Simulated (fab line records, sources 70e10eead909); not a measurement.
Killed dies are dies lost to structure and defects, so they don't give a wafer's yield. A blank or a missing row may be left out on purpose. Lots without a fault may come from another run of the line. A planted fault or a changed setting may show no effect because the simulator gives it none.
Which tool did it? | flow nand_harc | 7 lots, 21 wafers sampled, at 3 steps of a route of 1302

WHAT THE GAUGES READ, wafer by wafer
NHARC_A_ONON_D2_THK_MEAS_08: measures by ellipsometry.
lot  | measured     | on            | thk_nm (nm)
L569 | day 16 02:57 | film_metro-01 | 1001 1166 1001
L570 | day 17 06:59 | film_metro-01 | 990 989 989
L574 | day 18 13:52 | film_metro-02 | 1003 1004 1005
L576 | day 19 04:37 | film_metro-01 | 1005 1005 1005
L578 | day 20 01:02 | film_metro-02 | 1010 1012 1008
L581 | day 21 07:44 | film_metro-02 | 1006 1005 1007
L583 | day 21 22:41 | film_metro-02 | 1002 1001 1000

WHICH TOOL RAN EACH LOT (tool, then ch and the chambers of the sampled wafers, then the start)
lot  | NHARC_A_DECK1_JOINT_CMP_02    | NHARC_A_ONON_D2_DEP_06
L569 | cmp-02 ch 0,1,2, day 16 00:35 | pecvd_onon-02 ch 0, day 16 02:30
L570 | cmp-02 ch 1,2, day 17 04:28   | pecvd_onon-04 ch 0, day 17 06:28
L574 | cmp-01 ch 0,1,3, day 18 11:28 | pecvd_onon-04 ch 0, day 18 13:22
L576 | cmp-03 ch 0,1,3, day 19 02:11 | pecvd_onon-02 ch 0, day 19 04:06
L578 | cmp-01 ch 0,2, day 19 22:38   | pecvd_onon-04 ch 0, day 20 00:31
L581 | cmp-02 ch 1,2, day 21 05:19   | pecvd_onon-02 ch 0, day 21 07:13
L583 | cmp-01 ch 0,1,2, day 21 20:17 | pecvd_onon-03 ch 0, day 21 22:14
- NHARC_A_DECK1_JOINT_CMP_02: polishes SiOx.
- NHARC_A_ONON_D2_DEP_06: target thk 1000 nm.

THE ANSWER, worked out from the rows above alone
Rule: what is usual is taken from the lots themselves. Put in order of their means at a reading, lots are off if they are a third of the lots or fewer, leave a main group of 4 or more, and stand apart from it by a gap of 3 or more times the standard deviation of the main group's means; of several such gaps the widest counts. A main group whose means are all the same, to the digits that the tables above print for the reading, isn't used. A lot without any number at a reading at which 4 lots or more have one is off too. The other lots that the step has rows for count as sound.
Off: L569, at NHARC_A_ONON_D2_THK_MEAS_08 (thk_nm). The main group: mean 1003 nm, standard deviation 6.5.
A tool fits if, at a process step before that reading, it ran every lot that is off, and no sound lot after the first of them. The gauges at NHARC_A_ONON_D2_THK_MEAS_08 are tried like those tools. None of those tried fits.

WHAT THE SIMULATOR HAD PUT IN
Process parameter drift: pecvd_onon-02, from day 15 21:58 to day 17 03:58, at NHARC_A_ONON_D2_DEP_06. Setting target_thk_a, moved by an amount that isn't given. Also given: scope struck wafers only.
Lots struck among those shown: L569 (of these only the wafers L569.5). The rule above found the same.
